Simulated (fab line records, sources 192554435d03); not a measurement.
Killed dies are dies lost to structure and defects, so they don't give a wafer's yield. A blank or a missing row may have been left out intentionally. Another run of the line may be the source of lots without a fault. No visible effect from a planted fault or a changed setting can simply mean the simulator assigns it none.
fab line records    flow n5-finfet
record lots=9  wafers=27  last-day=18
route steps=1938 shown BEOL_M8@1353 PASSIVATION@1936
lots untouched by any fault: they come from a run of this same line in which no faults occurred
start-h: start of the lot's first displayed wafer, in hours after the record's first day    wait-h: time in hours since the lot's previous step    " same as the row above    L1.1+2: several wafers, shown together as one row    - no value, or no start was given    * or withheld: withheld    < > ~ a bound
route shown NAME@n: names a module that has steps shown in the file, with the first one's number in the route    usual: mean/standard deviation of fault-free wafers    same: alike in all rows    chamber/n: place in a boat    sites: per-site readings    _std_site: how widely they spread, as a standard deviation    _edge_site: the outer-site mean with the inner-site mean subtracted    radius-mm: for every site, how far away it sits from the centre of the wafer    mask NAME#n: copy n    behind: the most recent tool/chamber to have shaped the wafer    hold: the reason the lot was held/the length of the hold in hours/how it ended    device: transistor that didn't switch, given as n, p or np    end of line: the tests these same wafers got at the end of their route    a step without rows: its recipe alone    killed: the dies lost at the first sort to structure and to defects; this is not the yield of the wafer    map: dies across one wafer; x = killed, . = not, _ = none there
set.NAME: setting as actually run; set.NAME@STEP: the setting as run at that earlier step    model.NAME: the simulator's own value behind a step, which no gauge read
the route's steps for a sample of lots (tables are steps, rows are wafers)
services: from which hour (start-h, from the record's first day; less than 0 if before it) a tool's chamber was out of use, for how many hours, and why
## steps
# step N5_BEOL_M8_HM_OPEN_17
# recipe chemistry=Cl2/BCl3  target-depth-a=200  overetch-a=60  target=TiN  mask-material=SOC  ion-energy-ev=150  pressure-mtorr=10  icp-w=1000  bias-w=126  Cl2_flow_sccm=53.25  bcl3-flow-sccm=21.75  Ar_flow_sccm=25
# usual drypump-motor-current-A=5.7/0.35  mfc-ar-sccm=25.01/0.081  oes-product-au=0.68/0.086  throttle-valve-pct=22.20/0.17
lot.wafer  tool          chamber  start-h  wait-h  drypump-motor-current-A  mfc-ar-sccm  oes-product-au  rf-hours-counter-h  throttle-valve-pct
L363.1     rie-metal-02  0        226.78   0.0     5.3                      25.03        0.62            52                  22.43
L363.5     "             0        "        "       5.3                      24.99        0.63            -                   22.42
L363.6     "             1        "        "       5.7                      25.17        0.80            -                   22.17
L365.1     rie-metal-02  1        232.51   0.0     5.7                      25.02        0.80            7                   22.16
L365.5     "             0        "        "       5.3                      25.01        0.63            -                   22.43
L365.6     "             1        "        "       5.7                      25.11        0.80            -                   22.15
L371.2     rie-metal-02  1        268.54   0.0     5.7                      25.02        0.78            10                  22.17
L371.5     "             1        "        "       5.7                      25.00        0.78            -                   22.17
L371.6     "             0        "        "       5.3                      24.96        0.61            -                   22.41
L370.1     rie-metal-02  1        271.75   0.0     5.7                      25.03        0.79            10                  22.15
L370.4     "             1        "        "       5.7                      25.08        0.78            -                   22.18
L370.5     "             0        "        "       5.3                      25.02        0.62            -                   22.41
L376.1     rie-metal-03  0        307.91   0.0     5.5                      25.00        0.63            65                  22.33
L376.2     "             1        "        "       5.6                      25.02        0.72            16                  22.08
L376.6     "             1        "        "       5.6                      24.92        0.72            -                   22.07
L380.1     rie-metal-03  1        323.13   0.0     5.6                      25.00        0.71            19                  22.07
L380.2     "             1        "        "       5.6                      25.11        0.71            -                   22.07
L380.3     "             1        "        "       5.6                      24.98        0.71            -                   22.06
L383.2     rie-metal-02  1        344.40   0.0     5.7                      24.98        0.75            17                  22.19
L383.3     "             1        "        "       5.7                      24.94        0.75            -                   22.17
L383.6     "             1        "        "       5.7                      25.05        0.75            -                   22.18
L381.3     rie-metal-02  0        344.63   0.1     5.3                      25.06        0.60            -                   22.46
L381.4     "             1        "        "       5.7                      25.10        0.75            -                   22.18
L381.6     "             0        "        "       5.3                      25.07        0.60            -                   22.45
L384.1     rie-metal-02  0        348.36   0.0     5.3                      25.10        0.60            66                  22.45
L384.2     "             1        "        "       5.7                      24.82        0.75            17                  22.17
L384.5     "             0        "        "       5.3                      25.12        0.60            -                   22.45
# step N5_BEOL_M8_CD_MEAS_28
# recipe target-cd-nm=40  landing-energy-ev=500  detector=se-inlens
# usual cd-nm=40.05/0.22
# same landing-energy-ev=500
lot.wafer  tool       chamber  start-h  wait-h  cd-nm
L363.1     cd-sem-02  0        228.23   -       40.30
L363.5     "          0        "        "       40.04
L363.6     "          0        "        "       40.30
L365.1     cd-sem-02  0        234.77   -       40.01
L365.5     "          0        "        "       39.50
L365.6     "          0        "        "       39.86
L371.2     cd-sem-01  0        270.75   -       40.11
L371.5     "          0        "        "       39.82
L371.6     "          0        "        "       39.92
L370.1     cd-sem-01  0        273.47   -       40.42
L370.4     "          0        "        "       40.30
L370.5     "          0        "        "       40.07
L376.1     cd-sem-03  0        310.42   -       39.99
L376.2     "          0        "        "       40.13
L376.6     "          0        "        "       39.89
L380.1     cd-sem-02  0        324.49   -       39.72
L380.2     "          0        "        "       40.22
L380.3     "          0        "        "       39.78
L383.2     cd-sem-01  0        346.55   -       40.18
L383.3     "          0        "        "       39.70
L383.6     "          0        "        "       40.09
L381.3     cd-sem-01  0        346.72   -       40.11
L381.4     "          0        "        "       40.42
L381.6     "          0        "        "       39.95
L384.1     cd-sem-03  0        350.95   -       40.12
L384.2     "          0        "        "       40.02
L384.5     "          0        "        "       39.89
# step N5_BEOL_M8_INSPECT_30
# recipe mode=adi  inspect-instrument=brightfield
# usual raw-defect-count=373/86
lot.wafer  tool               chamber  start-h  wait-h  raw-defect-count
L363.1     defect-inspect-01  -        228.32   0.1     374
L363.5     "                  -        "        "       301
L363.6     "                  -        "        "       344
L365.1     defect-inspect-01  -        234.86   0.1     317
L365.5     "                  -        "        "       225
L365.6     "                  -        "        "       304
L371.2     defect-inspect-01  -        270.83   0.0     1132
L371.5     "                  -        "        "       1109
L371.6     "                  -        "        "       470
L370.1     defect-inspect-01  -        273.56   0.1     1064
L370.4     "                  -        "        "       1128
L370.5     "                  -        "        "       485
L376.1     defect-inspect-01  -        310.51   0.1     287
L376.2     "                  -        "        "       273
L376.6     "                  -        "        "       372
L380.1     defect-inspect-01  -        324.58   0.1     305
L380.2     "                  -        "        "       359
L380.3     "                  -        "        "       350
L383.2     defect-inspect-02  -        346.64   0.0     400
L383.3     "                  -        "        "       305
L383.6     "                  -        "        "       479
L381.3     defect-inspect-01  -        346.81   0.0     349
L381.4     "                  -        "        "       406
L381.6     "                  -        "        "       354
L384.1     defect-inspect-02  -        351.04   0.1     475
L384.2     "                  -        "        "       396
L384.5     "                  -        "        "       448
# step N5_BEOL_M8_VIA_ETCH_34
# recipe chemistry=C4F6/O2  target=SiCOH_lowk  target-depth-a=1255  mask-material=SOC  taper-deg=4  time-s=50.5  ion-energy-ev=250  pressure-mtorr=30  source-w=345  bias-w=185  Ar_flow_sccm=300  C4F6_flow_sccm=10  O2_flow_sccm=10
# usual C4F6_flow_sccm=9.997/0.028  drypump-motor-current-A=5.8/0.35  mfc-ar-sccm=300.0/0.93  oes_o_777_au=0.79/0.069  oes-product-au=0.79/0.078  rf-vpp-V=665/6.7  showerhead-plenum-p-Torr=2.81/0.093  throttle-valve-pct=20.88/0.3
lot.wafer  tool         chamber  start-h  wait-h  C4F6_flow_sccm  drypump-motor-current-A  mfc-ar-sccm  oes_o_777_au  oes-product-au  rf-hours-counter-h  rf-vpp-V  showerhead-plenum-p-Torr  throttle-valve-pct
L363.1     rie-diel-03  1        228.75   0.0     10.019          6.3                      298.5        0.89          0.90            27                  659       2.79                      20.50
L363.5     "            3        "        "       10.006          5.9                      298.9        0.76          0.74            -                   655       2.73                      21.13
L363.6     "            0        "        "       10.000          5.1                      301.7        0.88          0.91            -                   675       2.78                      20.73
L365.1     rie-diel-04  1        235.19   0.0     10.063          6.1                      300.3        0.81          0.83            55                  677       3.02                      20.95
L365.5     "            2        "        "       9.994           5.6                      299.5        0.72          0.73            -                   667       2.94                      21.36
L365.6     "            1        "        "       10.004          6.2                      302.1        0.81          0.83            -                   676       3.02                      20.94
L371.2     rie-diel-01  1        271.06   0.0     9.985           6.0                      301.0        0.96          0.95            4                   666       2.79                      20.54
L371.5     "            2        "        "       9.983           6.2                      299.9        0.67          0.67            -                   666       2.81                      20.89
L371.6     "            1        "        "       10.015          6.0                      300.3        0.96          0.95            -                   664       2.79                      20.55
L370.1     rie-diel-04  1        273.78   0.0     9.967           6.2                      300.8        0.80          0.82            64                  677       3.02                      20.96
L370.4     "            3        "        "       10.034          5.7                      299.2        0.79          0.81            69                  678       3.01                      21.11
L370.5     "            1        "        "       10.025          6.2                      300.7        0.79          0.82            -                   678       3.02                      20.96
L376.1     rie-diel-03  2        310.72   0.0     9.983           5.4                      300.4        0.75          0.72            191                 664       2.94                      21.27
L376.2     "            3        "        "       10.042          5.9                      299.0        0.74          0.72            213                 656       2.71                      21.19
L376.6     "            1        "        "       9.976           6.4                      299.7        0.85          0.85            -                   657       2.77                      20.55
L380.1     rie-diel-03  1        324.79   0.0     9.994           6.3                      301.1        0.84          0.85            63                  658       2.77                      20.55
L380.2     "            3        "        "       9.993           5.9                      301.2        0.73          0.71            218                 656       2.71                      21.19
L380.3     "            2        "        "       10.020          5.5                      300.3        0.74          0.72            195                 665       2.94                      21.29
L383.2     rie-diel-01  0        346.85   0.0     10.014          6.1                      299.3        0.77          0.76            164                 667       2.71                      20.58
L383.3     "            2        "        "       9.992           6.2                      299.8        0.92          0.93            12                  665       2.80                      20.53
L383.6     "            1        "        "       9.971           5.9                      300.7        0.89          0.89            -                   664       2.78                      20.58
L381.3     rie-diel-01  3        347.25   0.0     10.007          5.8                      299.4        0.73          0.72            186                 659       2.71                      21.15
L381.4     "            2        "        "       10.027          6.2                      297.4        0.91          0.93            12                  666       2.80                      20.54
L381.6     "            2        "        "       10.062          6.2                      298.7        0.92          0.93            -                   665       2.80                      20.54
L384.1     rie-diel-01  2        351.25   0.0     9.982           6.2                      299.8        0.91          0.92            13                  667       2.80                      20.53
L384.2     "            0        "        "       10.028          6.1                      298.8        0.77          0.75            166                 668       2.71                      20.57
L384.5     "            3        "        "       9.990           5.7                      300.0        0.74          0.72            -                   661       2.71                      21.16
# step N5_BEOL_M8_TRENCH_ETCH_37
# recipe chemistry=C4F6/O2  target-depth-a=934.78  target=SiCOH_lowk  time-s=31.2  ion-energy-ev=250  pressure-mtorr=30  source-w=345  bias-w=185  Ar_flow_sccm=300  C4F6_flow_sccm=10  O2_flow_sccm=10
# usual C4F6_flow_sccm=10.002/0.027  drypump-motor-current-A=5.8/0.35  mfc-ar-sccm=300.0/0.93  oes_o_777_au=0.79/0.069  oes-product-au=0.79/0.078  rf-vpp-V=665/6.6  showerhead-plenum-p-Torr=2.81/0.093  throttle-valve-pct=20.91/0.3
lot.wafer  tool         chamber  start-h  wait-h  C4F6_flow_sccm  drypump-motor-current-A  mfc-ar-sccm  oes_o_777_au  oes-product-au  rf-hours-counter-h  rf-vpp-V  showerhead-plenum-p-Torr  throttle-valve-pct
L363.1     rie-diel-03  1        -        -       10.017          6.4                      299.4        0.89          0.90            27                  657       2.79                      20.54
L363.5     "            3        "        "       9.997           5.9                      302.2        0.76          0.74            -                   656       2.73                      21.17
L363.6     "            0        "        "       10.005          5.0                      299.8        0.88          0.92            -                   675       2.78                      20.76
L365.1     rie-diel-04  1        -        -       10.028          6.2                      299.3        0.81          0.83            55                  677       3.02                      20.98
L365.5     "            2        "        "       9.982           5.6                      299.7        0.72          0.73            -                   667       2.94                      21.36
L365.6     "            1        "        "       10.016          6.2                      299.8        0.80          0.83            -                   678       3.02                      20.99
L371.2     rie-diel-01  1        -        -       9.978           6.0                      300.4        0.96          0.95            4                   666       2.79                      20.56
L371.5     "            2        "        "       10.006          6.2                      299.5        0.68          0.67            -                   667       2.81                      20.91
L371.6     "            1        "        "       10.028          6.0                      299.6        0.96          0.96            -                   664       2.79                      20.58
L370.1     rie-diel-04  1        -        -       9.998           6.1                      299.3        0.80          0.83            64                  679       3.02                      21.00
L370.4     "            3        "        "       10.013          5.7                      298.5        0.78          0.80            69                  678       3.01                      21.13
L370.5     "            1        "        "       9.972           6.1                      299.7        0.79          0.82            -                   679       3.02                      21.00
L376.1     rie-diel-03  2        -        -       9.954           5.5                      300.9        0.75          0.73            191                 667       2.94                      21.33
L376.2     "            3        "        "       10.052          5.9                      300.6        0.73          0.72            213                 656       2.72                      21.20
L376.6     "            1        "        "       9.963           6.4                      300.8        0.84          0.84            -                   658       2.77                      20.58
L380.1     rie-diel-03  1        -        -       10.023          6.3                      301.6        0.83          0.84            63                  659       2.77                      20.58
L380.2     "            3        "        "       9.994           5.9                      300.0        0.73          0.71            218                 657       2.71                      21.21
L380.3     "            2        "        "       9.994           5.5                      300.0        0.74          0.72            195                 665       2.94                      21.32
L383.2     rie-diel-01  0        -        -       9.987           6.1                      299.8        0.76          0.76            164                 668       2.71                      20.61
L383.3     "            2        "        "       10.035          6.2                      300.0        0.92          0.93            12                  665       2.80                      20.57
L383.6     "            1        "        "       9.989           6.0                      301.7        0.88          0.89            -                   666       2.78                      20.61
L381.3     rie-diel-01  3        -        -       9.968           5.7                      300.1        0.73          0.73            186                 659       2.71                      21.17
L381.4     "            2        "        "       9.989           6.2                      299.0        0.91          0.93            12                  665       2.80                      20.58
L381.6     "            2        "        "       9.955           6.2                      300.2        0.91          0.93            -                   666       2.80                      20.56
L384.1     rie-diel-01  2        -        -       9.980           6.2                      299.5        0.91          0.93            14                  667       2.80                      20.58
L384.2     "            0        "        "       10.048          6.1                      300.7        0.77          0.76            166                 667       2.71                      20.63
L384.5     "            3        "        "       10.021          5.7                      299.1        0.73          0.73            -                   658       2.71                      21.17
# step N5_PASSIVATION_PROBE_49
# usual defect-limited-yield=91.2/1.5  killed_at_M0_to_M3=32/9.6  killed_at_M4_up=13/5.3  killed-at-contacts=13/6.7  killed-at-front-end=42/11  killed-at-other=3.8/2.9  killed-dies=103/17  killed-on-rim=14/4.4  killed-open=67/13  killed-short=35/7.9  sort_bin_5_function=5.2/0.94  sort_bin_6_memory=3.3/0.64  sort-n-pass=1077/17  sort-yield-pct=91.2/1.5
# same gross-dies=1180  killed-at-back-side=0  sort_bin_4_leakage[%]=0  sort_bin_8_speed[%]=0
lot.wafer  tool       chamber  start-h  wait-h  defect-limited-yield[%]  killed_at_M0_to_M3  killed_at_M4_up  killed-at-contacts  killed-at-front-end  killed-at-other  killed-dies  killed-on-rim  killed-open  killed-short  sort_bin_5_function[%]  sort_bin_6_memory[%]  sort-n-pass  sort-yield-pct[%]
L371.2     prober-01  -        346.21   0.1     80.2                     22                  152              5                   48                   7                234          10             69           22            12.1                    4.3                   946          80.2
L371.5     prober-01  -        346.36   0.2     81.2                     22                  139              8                   44                   9                222          8              58           35            11.9                    4.3                   958          81.2
L371.6     prober-01  -        346.41   0.3     90.4                     37                  8                9                   50                   9                113          17             75           37            5.5                     3.9                   1067         90.4
L370.1     prober-02  -        347.96   0.0     82.4                     36                  140              7                   25                   0                208          12             51           24            10.9                    4.1                   972          82.4
L370.4     prober-02  -        348.11   0.2     83.1                     30                  139              5                   20                   6                200          8              46           26            10.3                    3.9                   980          83.1
L370.5     prober-02  -        348.16   0.2     93.3                     33                  18               6                   21                   1                79           12             55           22            3.5                     3.0                   1101         93.3
# killed by level:class
L371.2 BEOL_M8:unspecified=143 STI_FIN_REVEAL:geometric-particle:open=15 BEOL_M1:geometric-particle:open=9 FIN_SAQP:geometric-particle:open=8 DUMMY_GATE:geometric-particle:open=7 BEOL_M0_SAQP:geometric-particle:open=5 MOL_CONTACT_COAG:geometric-particle:open=5 BEOL_M0_SAQP:geometric-particle:short=5
L371.5 BEOL_M8:unspecified=128 STI_FIN_REVEAL:geometric-particle:open=13 BEOL_M3:geometric-particle:open=9 FIN_SAQP:geometric-particle:short=8 MOL_CONTACT_COAG:geometric-particle:open=6 DUMMY_GATE:geometric-particle:open=4 GATE_CUT:geometric-particle:short=4 BEOL_M4:geometric-particle:open=4
L371.6 STI_FIN_REVEAL:geometric-particle:open=27 BEOL_M0_SAQP:geometric-particle:short=15 BEOL_M0_SAQP:geometric-particle:open=13 MOL_CONTACT_COAG:geometric-particle:open=8 FIN_SAQP:geometric-particle:short=6 BEOL_M1:geometric-particle:open=6 BEOL_M7:geometric-particle:open=4 STI_FIN_REVEAL:geometric-particle:short=3
L370.1 BEOL_M8:unspecified=133 BEOL_M0_SAQP:geometric-particle:open=8 BEOL_M1:geometric-particle:open=8 FIN_SAQP:geometric-particle:open=7 BEOL_M3:geometric-particle:open=7 MOL_CONTACT_COAG:geometric-particle:open=5 BEOL_M0_SAQP:geometric-particle:short=5 DUMMY_GATE:geometric-particle:open=4
L370.4 BEOL_M8:unspecified=128 BEOL_M0_SAQP:geometric-particle:open=8 FIN_SAQP:geometric-particle:open=6 BEOL_M0_SAQP:geometric-particle:short=6 BEOL_M2:geometric-particle:open=5 BEOL_M3:geometric-particle:open=5 MOL_CONTACT_COAG:geometric-particle:short=4 PASS1_DEP:geometric-particle:open=4
L370.5 BEOL_M0_SAQP:geometric-particle:short=7 BEOL_M1:geometric-particle:open=7 DUMMY_GATE:geometric-particle:open=6 MOL_CONTACT_COAG:geometric-particle:open=5 BEOL_M4:geometric-particle:open=5 BEOL_M2:geometric-particle:open=5 BEOL_M7:geometric-particle:open=5 BEOL_M0_SAQP:geometric-particle:open=4
## services
tool          chamber  start-h  hours  kind
rie-diel-01   1        203.47   7.2    repair
rie-diel-04   1        209.09   6.8    repair
rie-diel-03   2        212.85   15.3   repair
rie-metal-02  -        224.83   1.2    repair
rie-metal-03  -        225.57   28.1   pm
rie-metal-02  -        239.47   1.7    repair
rie-diel-04   -        240.08   14.6   pm
rie-diel-01   1        244.09   -      clean
rie-diel-01   1        244.09   -      consumable-replace:focus-ring
rie-diel-01   1        244.09   13.9   scheduled-down
rie-diel-01   1        244.09   13.9   vent-cycle
rie-diel-01   2        290.57   -      clean
rie-diel-01   2        290.57   -      consumable-replace:focus-ring
rie-diel-01   2        290.57   21.6   scheduled-down
rie-diel-01   2        290.57   21.6   vent-cycle
rie-metal-03  -        303.59   1.4    pm
rie-metal-03  0        309.96   21.4   repair
rie-metal-02  1        310.40   10.4   repair
rie-diel-04   1        344.77   30.9   repair
## key
first-sign step=N5_BEOL_M8_INSPECT_30  reading=raw-defect-count  direction=up  sigmas=8.6  usual=373  struck=1108
effect step=N5_PASSIVATION_PROBE_49  reading=killed_at_M4_up  direction=up  sigmas=24  usual=13  struck=142
more-kills-born-at N5_BEOL_M8_HM_OPEN_17@rie-metal-02=532
met-at N5_BEOL_M8_HM_OPEN_17
struck-lots L370,L371
struck-wafers L370.1,L370.4,L371.2,L371.5
not-acting-at N5_BEOL_M8_CD_MEAS_28,N5_BEOL_M8_VIA_ETCH_34,N5_BEOL_M8_TRENCH_ETCH_37
onset-between 232.51 268.54
fault kind=chamber-particle-source  tool=rie-metal-02  chamber=1  onset-h=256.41  steps=N5_BEOL_M8_HM_OPEN_17  rate-per-visit-cm2=1.1276  end-h=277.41
